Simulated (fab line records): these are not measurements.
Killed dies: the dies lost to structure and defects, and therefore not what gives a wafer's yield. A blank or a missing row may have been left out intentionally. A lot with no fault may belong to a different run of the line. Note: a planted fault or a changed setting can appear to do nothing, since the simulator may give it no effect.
Comparing a struck lot with a sound one + flow n5Finfet + 37 out of 1938 route steps
Sound: wafers L116.1, L116.3, L116.6. Struck: wafers L132.1, L132.2, L132.3. Last of all comes the cause.
Per side, at each step with rows, come the tool, then ch with its chambers, and then its first start. Under that, the readings that differ: sound wafers + struck wafers + difference of the means + sigmas: that difference in standard deviations of wafers without a fault.
alike: a reading whose means differ by less than 2 such deviations, as well as words and numbers matching on both sides. not compared: withheld readings; readings where some wafer has no value; bounds like >300 that might hide an equal value; numbers whose values overlap and for which the record gives no deviation.
Wherever a step has rows on one side only, a row that says differs or no value, or a row with sigmas, the two part there. Non-overlapping numbers with no deviation appear without sigmas and do not part them. A reading missing from all wafers of one side parts the sides only when that side holds two or more wafers.

first, 9 steps without rows for these wafers: N5_BEOL_M4_ANNEAL_95 (time 240 s); N5_BEOL_M4_SPUTTER_96 (material Cu, target thk 4.5 nm, time 8.29 s); N5_BEOL_M4_ECD_50 (material Cu, target thk 300 nm); N5_BEOL_M4_ANNEAL_51 (time 90 s); N5_BEOL_M4_CMP_52 (polishes, stops on SiOC, t overpolish 6.8 s, target thk 40 nm); N5_BEOL_M4_PRE_CLEAN_60 (time 15 s); N5_BEOL_M4_CO_CAP_55 (material Co, precursor CCTBA/H2, target thk 2 nm, time 102.1 s); N5_BEOL_M4_PRE_CLEAN_56 (time 15 s); N5_BEOL_M4_DEP_57 (deposits SiCN from 3MS/NH3, target thk 8 nm, time 14 s).
N5_BEOL_M4_RC_MEAS_101:
  sound on prober-01 ch 0, day 8 17:27; struck on prober-01 ch 0, day 12 13:57
  alike: DIBL_N, DIBL_P, IOFF_N, IOFF_P, ION_N, ION_P, SS_N, SS_P, VT_N, VT_P
then, 24 steps without rows for these wafers: N5_BEOL_M5_ILD_DEP_00 (deposits SiCOH lowk from DEMS/porogen, target thk 140.64 nm, time 25.9 s); N5_BEOL_M5_CURE_79 (cures SiCOH lowk, time 240 s); N5_BEOL_M5_PECVD_70 (deposits SiO2 from TEOS/O2, target thk 16 nm, time 18 s); N5_BEOL_M5_HM_DEP_02 (deposits TiN, target thk 20 nm); N5_BEOL_M5_COAT_59 (time 60 s, resist thk 60 nm); N5_BEOL_M5_COAT_60 (time 60 s, resist thk 12 nm); N5_BEOL_M5_COAT_71 (time 60 s, resist thk 5 nm); N5_BEOL_M5_COAT_05 (resist thk 30 nm); N5_BEOL_M5_EBR_07; N5_BEOL_M5_SOFTBAKE_06 (time 60 s); N5_BEOL_M5_EXPOSE_08 (exposes mask M5, target cd 28 nm); N5_BEOL_M5_PEB_09 (peb time 60 s); N5_BEOL_M5_DEVELOP_10 (develop time 30 s); N5_BEOL_M5_DESCUM_16 (chemistry O2, time 7 s); N5_BEOL_M5_ETCH_72 (etches underlayer in N2/H2, target depth 6.5 nm, time 5.2 s); N5_BEOL_M5_ETCH_61 (etches SiARC in CF4, target depth 15.6 nm, time 26 s); N5_BEOL_M5_ETCH_62 (etches SOC in N2/H2, target depth 75 nm, overetch 15 nm, time 112.5 s); N5_BEOL_M5_STRIP_63 (strips in N2/H2); N5_BEOL_M5_STRIP_73 (strips in N2/H2); N5_BEOL_M5_STRIP_64 (strips in CF4); N5_BEOL_M5_HM_OPEN_17 (chemistry Cl2/BCl3, target TiN, target depth 20 nm, overetch 6 nm); N5_BEOL_M5_STRIP_19 (strips in O2); N5_BEOL_M5_COAT_65 (time 60 s, resist thk 60 nm); N5_BEOL_M5_COAT_66 (time 60 s, resist thk 12 nm).
-- record jumps: 2 days separate the struck wafers' starts on either side; left off in module BEOL_M5, taken up again in module BEOL_M12, whose first shown step is the route's number 1643 --
N5_BEOL_M12_ETCH_38: etches SiCN in CF4/N2, target depth 68.7 nm, time 73.4 s.
  sound on rieDiel-01 ch 0,1, day 11 13:36; struck on rieDiel-01 ch 0,1,3, day 15 01:56
  no value came back on the struck wafers for any of 8 readings (biasW (W), cf4FlowSccm (sccm) and others); on the sound wafers biasW (W) reads 69.94 70.18 70.07
| reading                                      | sound             | struck          | difference | sigmas |
|----------------------------------------------|-------------------|-----------------|------------|--------|
| model.SiOC_of_BEOL_M12_ILD_DEP_00.thkNm (nm) | 603.8 598.2 615.2 | 656.6 653 663.6 | +52.0      |        |
  not compared: rfHoursCounterH
N5_BEOL_M12_CMP_49: polishes, stops on SiOC, t overpolish 20.6 s, target thk 320 nm.
  sound on cmp-03 ch 0,1, day 11 14:43; struck on cmp-03 ch 0,1,2, day 15 03:23
| reading                                      | sound             | struck          | difference | sigmas |
|----------------------------------------------|-------------------|-----------------|------------|--------|
| model.SiOC_of_BEOL_M12_ILD_DEP_00.thkNm (nm) | 593.8 588.2 605.2 | 646.6 643 653.6 | +52.0      |        |
  alike: motorCurrentA, retainingRingPressureFrac
N5_PASSIVATION_PROBE_49:
  sound on prober-02, day 12 19:47; struck on prober-01, day 16 14:01
| reading                 | sound          | struck         | difference | sigmas      |
|-------------------------|----------------|----------------|------------|-------------|
| defectLimitedYield (%)  | 90.9 90.0 91.8 | 0 0 0          | -91        | -65         |
| killed_at_M4_up         | 7 15 8         | 1109 1122 1119 | +1107      | +99 or more |
| killedAtFrontEnd        | 48 50 41       | 19 19 17       | -28        | -3          |
| killedDies              | 107 118 97     | 1180 1180 1180 | +1073      | +67         |
| killedOnRim             | 14 11 12       | 152 152 152    | +140       | +41         |
| sort_bin_5_function (%) | 5.4 5.8 4.9    | 97.2 97.0 96.4 | +91.5      | +99 or more |
| sortNPass               | 1073 1062 1083 | 0 0 0          | -1073      | -67         |
| sortYieldPct (%)        | 90.9 90.0 91.8 | 0 0 0          | -91        | -65         |
  alike: killed_at_M0_to_M3, killedAtContacts, killedAtOther, killedOpen, killedShort, sort_bin_6_memory

WHERE THEY PART
Last at N5_PASSIVATION_PROBE_49 as far as this record goes, first at N5_BEOL_M12_ETCH_38.

WHY: the cause the simulator had injected
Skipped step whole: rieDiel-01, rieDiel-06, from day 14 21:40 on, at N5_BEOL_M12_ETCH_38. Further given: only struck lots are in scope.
